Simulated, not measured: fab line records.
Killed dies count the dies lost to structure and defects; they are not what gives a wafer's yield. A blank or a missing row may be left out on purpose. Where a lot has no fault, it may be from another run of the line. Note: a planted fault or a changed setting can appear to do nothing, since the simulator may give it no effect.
Chamber matching -- flow nandHarc -- 4 sister chambers for NHARC_A_BONDPAD_ETCH_34 on rieDiel-07
The step etches the open film in N2/H2, target depth 60 nm, overetch 18 nm, time 65.91 s. 36 wafers are shown with their chamber, then 12 later ones without.

WAFERS, EACH WITH ITS CHAMBER
wafer,chamber,showerheadPlenumPTorr (Torr),drypumpMotorCurrentA (A),rfVppV (V)
L077.1,3,2.15,6.0,433.2
L077.2,1,1.96,6.5,427.3
L077.4,0,2.16,5.5,432.5
L075.2,2,1.99,5.1,430.0
L075.4,1,1.96,6.4,428.0
L075.6,3,2.14,6.0,433.3
L074.2,3,2.15,6.0,434.4
L074.4,2,1.99,5.1,428.2
L074.6,0,2.16,5.5,433.2
L076.1,3,2.15,6.0,433.6
L076.3,0,2.16,5.5,434.0
L076.4,1,1.96,6.4,428.4
L081.2,1,1.96,6.4,428.5
L081.4,2,1.99,5.1,429.0
L081.6,1,1.96,6.4,428.2
L087.1,1,1.96,6.4,428.6
L087.2,0,2.16,5.5,434.2
L087.6,0,2.16,5.5,435.3
L087.3,2,1.99,5.1,430.5
L087.4,3,2.14,6.0,434.4
L087.5,1,1.95,6.4,429.2
L085.1,0,2.16,5.5,434.1
L085.2,2,1.99,5.1,429.8
L085.5,2,1.99,5.1,429.0
L086.2,3,2.14,5.9,432.6
L086.3,2,1.99,5.2,430.1
L086.6,3,2.14,6.0,434.0
L086.1,0,2.16,5.5,433.5
L086.4,1,1.96,6.4,427.0
L086.5,0,2.16,5.5,434.1
L089.1,3,2.14,6.0,433.6
L089.3,0,2.16,5.5,433.8
L089.6,2,1.99,5.1,429.0
L090.2,2,1.99,5.1,430.8
L090.4,0,2.16,5.5,433.0
L090.5,0,2.16,5.5,434.3

SIGNATURES (averages over the wafers above)
reading,chamber 0,chamber 1,chamber 2,chamber 3,scatter within a chamber
showerheadPlenumPTorr,2.1600,1.9587,1.9900,2.1437,0.00293
drypumpMotorCurrentA,5.500,6.413,5.111,5.987,0.0287
rfVppV,433.818,428.150,429.600,433.637,0.742
Rule: a wafer's distance from a chamber is the root of the sum, over the readings, of the square of ((its reading less the chamber's mean) divided by the reading's scatter). The wafer belongs to the nearest chamber; if the next one is less than 2 further off, it can't be placed. The scatter is the square root of a quotient: the sum, over the shown wafers, of each reading's squared deviation from its chamber's mean, divided by wafers minus chambers.

WAFERS WHOSE CHAMBER IS MISSING
wafer,showerheadPlenumPTorr (Torr),drypumpMotorCurrentA (A),rfVppV (V)
L090.1,1.95,6.4,428.5
L090.3,2.14,6.0,433.9
L090.6,1.95,6.4,430.0
L094.3,2.14,6.0,433.2
L094.5,1.95,6.5,426.9
L094.6,2.16,5.5,432.7
L096.2,2.16,5.5,435.0
L096.4,2.14,6.0,434.4
L096.6,2.16,5.5,433.8
L097.4,2.14,6.0,433.6
L097.5,1.98,5.1,429.2
L097.6,1.95,6.5,428.8

EACH ONE'S CHAMBER
wafer,from the rows above,in truth
L090.1,1,1
L090.3,3,3
L090.6,1,1
L094.3,3,3
L094.5,1,1
L094.6,0,0
L096.2,0,0
L096.4,3,3
L096.6,0,0
L097.4,3,3
L097.5,2,2
L097.6,1,1
12 of 12 placed correctly. Not placeable from these rows: 0. Placed wrongly: 0.
